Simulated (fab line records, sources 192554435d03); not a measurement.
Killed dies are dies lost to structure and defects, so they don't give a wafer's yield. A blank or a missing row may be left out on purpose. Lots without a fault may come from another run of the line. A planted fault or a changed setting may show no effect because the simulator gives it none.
Split-lot experiment | flow n5_finfet | 7 lots, 21 wafers read, on a route of 1938 steps

THE SPLIT
At N5_BEOL_M15_COAT_04 (resist thk 800 nm), the setting spin_rpm was moved away from the recipe's 1704 rpm on 3 of the 21 wafers read, by -4.9% to -3.7%. The other wafers ran this setting at the recipe's value.

FROM THE SPLIT TO THE READING: what the file shows between them, 3 steps
- N5_BEOL_M15_EBR_06
- N5_BEOL_M15_SOFTBAKE_05: time 60 s
- N5_BEOL_M15_DESCUM_15: chemistry O2, time 7.9 s

THE READING
coat_of_BEOL_M15_COAT_04.thk_nm (the simulator's own value, which no gauge read), in nm, at N5_BEOL_M15_ETCH_59 (etches BARC in N2/H2, target depth 89 nm, overetch 26.7 nm, time 67.9 s). The file gives no usual value for it. The 18 wafers here that ran the recipe average 718.5 nm, standard deviation 1.8 nm.

wafer  | tool, chamber at the split | spin_rpm as run, rpm | against the recipe | coat_of_BEOL_M15_COAT_04.thk_nm, nm | against lot-mates on the recipe
L080.1 | litho_track-02, 0          | 1641                 | -3.7%              | 733.4                               | +15.6
L080.4 | litho_track-02, 0          | 1641                 | -3.7%              | 733.2                               | +15.4
L080.6 | litho_track-02, 0          | 1704                 | recipe             | 717.8                               | -
L081.3 | litho_track-04, 0          | 1704                 | recipe             | 718.6                               | -
L081.4 | litho_track-04, 0          | 1704                 | recipe             | 717                                 | -
L081.5 | litho_track-04, 0          | 1704                 | recipe             | 716.6                               | -
L085.3 | litho_track-04, 0          | 1621                 | -4.9%              | 741.6                               | +21.2
L085.4 | litho_track-04, 0          | 1704                 | recipe             | 719.4                               | -
L085.5 | litho_track-04, 0          | 1704                 | recipe             | 721.4                               | -
L089.2 | litho_track-04, 0          | 1704                 | recipe             | 716.4                               | -
L089.4 | litho_track-04, 0          | 1704                 | recipe             | 719.4                               | -
L089.5 | litho_track-04, 0          | 1704                 | recipe             | 717                                 | -
L092.1 | litho_track-02, 0          | 1704                 | recipe             | 722                                 | -
L092.4 | litho_track-02, 0          | 1704                 | recipe             | 721                                 | -
L092.6 | litho_track-02, 0          | 1704                 | recipe             | 720                                 | -
L095.3 | litho_track-01, 0          | 1704                 | recipe             | 716.2                               | -
L095.4 | litho_track-01, 0          | 1704                 | recipe             | 717.4                               | -
L095.5 | litho_track-01, 0          | 1704                 | recipe             | 716.6                               | -
L094.3 | litho_track-02, 0          | 1704                 | recipe             | 718.4                               | -
L094.4 | litho_track-02, 0          | 1704                 | recipe             | 719.8                               | -
L094.5 | litho_track-02, 0          | 1704                 | recipe             | 718.6                               | -

THE FIT
A straight line over all 21 wafers: coat_of_BEOL_M15_COAT_04.thk_nm changes by -4.35 nm for each +1% of spin_rpm; r = -0.96; the points scatter about the line by 1.8 nm.
The same after taking each lot's own level away (the mean of its wafers on the recipe; 21 wafers): -4.27 nm for each +1%; r = -0.99; scatter 0.84 nm.
On that fit, the largest move of spin_rpm shifts the reading by 21 nm.
The lots' own levels span 716.73 to 721.00 nm, that is 2.4 times the standard deviation above.
So the lot-to-lot level changes the slope little: the two slopes agree.
Check: with one of the wafers moved furthest among these (-4.9%) left out of the fit, the line predicts +20.4 nm for it against its lot-mates. It came out at +21.2 nm against them.

THE WHOLE CHAIN: every reading that the file lists as answering this split, in the file's order
step                    | what it does                                                            | reading                                                                          | change (the file's fit)                                                                 | r (the file's)
N5_BEOL_M15_COAT_04     | resist thk 800 nm                                                       | coat_of_BEOL_M15_COAT_04.thk_nm (the simulator's own value, which no gauge read) | -4.15 nm for each +1% of the setting                                                    | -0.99
N5_BEOL_M15_ETCH_59     | etches BARC in N2/H2, target depth 89 nm, overetch 26.7 nm, time 67.9 s | coat_of_BEOL_M15_COAT_04.thk_nm (the simulator's own value, which no gauge read) | -4.29 nm for each +1% of the setting                                                    | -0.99
N5_BEOL_M15_VIA_ETCH_16 | etches SiO2 in C4F8/O2/Ar, target depth 1792.2 nm                       | coat_of_BEOL_M15_COAT_04.thk_nm (the simulator's own value, which no gauge read) | -6.66 nm for each +1% of the setting, in a fit together with time_s@BEOL_M15_ILD_DEP_00 | 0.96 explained

THE FILE'S OWN FIT
coat_of_BEOL_M15_COAT_04.thk_nm changes by -4.29 nm for each +1% of spin_rpm, r = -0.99.
